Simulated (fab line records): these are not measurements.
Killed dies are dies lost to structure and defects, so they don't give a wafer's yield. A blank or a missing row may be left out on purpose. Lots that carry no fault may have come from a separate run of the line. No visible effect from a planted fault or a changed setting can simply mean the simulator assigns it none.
Struck lot and sound lot, side by side    flow n5 finfet    36 out of 1938 route steps
Sound: these wafers, L773.4, L773.5, L773.6. Struck: wafer L770.4 (L770.5, L770.6, from the same lot, were not struck and are left out); the cause is given at the end.
At each step with rows: each side's tool, then ch and its chambers, then its first start. Under that, the readings that differ: sound wafers    struck wafers    difference of the means    sigmas: that difference in standard deviations of wafers without a fault.
alike: readings whose means differ by less than 2 such deviations, and words and numbers that are the same on both sides. not compared: withheld readings, readings that some wafer has no value for, bounds like >300 that may hide the same value, and numbers for which the record gives no deviation and whose values overlap.
The two part at a step that has a row with sigmas, a row that says differs or no value, or rows on one side only. Non-overlapping numbers with no deviation appear without sigmas and do not part them. A reading missing from all wafers of one side parts the sides only when that side holds two or more wafers.

first, 10 steps without rows for these wafers: N5_DUMMY_GATE_ETCH_44 (etches poly-Si in HBr/O2, stops on SiO2, target depth 127.5 nm); N5_DUMMY_GATE_ETCH_42 (etches SiO2 in CHF3/O2, target depth 3.5 nm, time 31 s); N5_DUMMY_GATE_STRIP_48 (strips in N2/H2, time 20 s); N5_DUMMY_GATE_PRECLEAN_33 (cleans in dHF, time 10 s); N5_DUMMY_GATE_PRECLEAN_25 (cleans in O3/DIW, time 45 s); N5_DUMMY_GATE_PRECLEAN_51 (cleans in SC2, time 45 s); N5_DUMMY_GATE_SRD_26 (time 30 s); N5_DUMMY_GATE_UV_OZONE_45 (time 120 s); N5_SPACER0_ALD_07 (deposits SiNx, target thk 2 nm); N5_SPACER0_ALD_00 (deposits SiOCN, target thk 3.5 nm, pulse time 3 s, purge time 2 s).
N5_SPACER0_ALD_08: deposits SiNx, target thk 2 nm.
  sound on ald sin-02 ch 2,3, day 7 11:29; struck on ald sin-03 ch 2, day 6 19:07
reading                                   sound  struck  difference  sigmas
model.SiNx_of_SPACER0_ALD_08.thk nm (nm)  2 2 2  1.6     -0.4        
  alike: heater power w
then, 18 steps without rows for these wafers: N5_SD_EPI_N_COAT_32 (time 60 s, resist thk 350 nm); N5_SD_EPI_N_COAT_33 (time 60 s, resist thk 35 nm); N5_SD_EPI_N_COAT_03 (resist thk 150 nm); N5_SD_EPI_N_EBR_05; N5_SD_EPI_N_SOFTBAKE_04 (time 60 s); N5_SD_EPI_N_EXPOSE_06 (exposes mask SD N BLK, target cd 120 nm); N5_SD_EPI_N_PEB_07 (peb time 60 s); N5_SD_EPI_N_DEVELOP_08 (develop time 30 s); N5_SD_EPI_N_DESCUM_14 (chemistry O2, time 7.9 s); N5_SD_EPI_N_ETCH_34 (etches SiARC in CF4, target depth 45.5 nm, time 75.8 s); N5_SD_EPI_N_ETCH_35 (etches SOC in N2/H2, overetch 108 nm, time 486 s); N5_SD_EPI_N_STRIP_36 (strips in N2/H2); N5_SD_EPI_N_ETCHBACK_44 (etches SiNx in CH3F/O2, stops on SiO2, target depth 14.5 nm); N5_SD_EPI_N_ETCH_45 (etches SiOCN in CH3F/O2, target depth 6 nm); N5_SD_EPI_N_ETCH_16 (etches SiO2 in CHF3/O2, target depth 5 nm); N5_SD_EPI_N_STRIP_47 (strips in CHF3/O2); N5_SD_EPI_N_SD_RECESS_17 (chemistry HBr/Cl2/O2, target depth 41 nm, time 23.7 s, bt time 3 s); N5_SD_EPI_N_STRIP_38 (strips in N2/H2).
N5_SD_EPI_N_WET_ETCH_43: etches SiO2 in dHF, time 14 s, target depth 1.5 nm.
  sound on wet bench-04 ch 1,3,4, day 7 12:53; struck on wet bench-06 ch 0, day 6 20:37
reading                                   sound        struck  difference  sigmas
model.SiNx_of_SPACER0_ALD_08.thk nm (nm)  1.6 1.6 1.6  1       -1          
then, 5 steps without rows for these wafers: N5_SD_EPI_N_STRIP_18 (strips in SPM, time 750 s); N5_SD_EPI_N_SRD_20 (time 30 s); N5_SD_EPI_N_PRECLEAN_48 (cleans in NF3:NH3, afs cycles 2, time 20 s, sublimation time 60 s); N5_SD_EPI_N_VAPOR_ETCH_50 (etches Si in HCl, time 54 s); N5_SD_EPI_N_EPI_21 (deposits Si:P, time 690 s).
-- a jump in the record: the struck wafers' starts before and after are 5 days apart (it breaks off in module SD_EPI_N and resumes in module BEOL_M4, where the first step shown is number 1111 of the route) --
N5_BEOL_M4_RC_MEAS_101:
  sound on prober-02 ch 0, day 12 15:22; struck on prober-02 ch 0, day 11 21:13
reading          sound              struck  difference  sigmas
REXT_N (ohm.um)  72.7 72.9 72.8     69.0    -3.8        -2
REXT_P (ohm.um)  100.3 100.4 100.5  94.1    -6.3        -2
SS_P (mV/dec)    73.7 73.0 73.7     71.9    -1.6        -2
  alike: DIBL_N, DIBL_P, IOFF_N, IOFF_P, ION_N, ION_P, SS_N, VT_N, VT_P

WHERE THEY PART
At N5_BEOL_M4_RC_MEAS_101 and nowhere else, as far as this record goes.

WHY: whatever the simulator had introduced
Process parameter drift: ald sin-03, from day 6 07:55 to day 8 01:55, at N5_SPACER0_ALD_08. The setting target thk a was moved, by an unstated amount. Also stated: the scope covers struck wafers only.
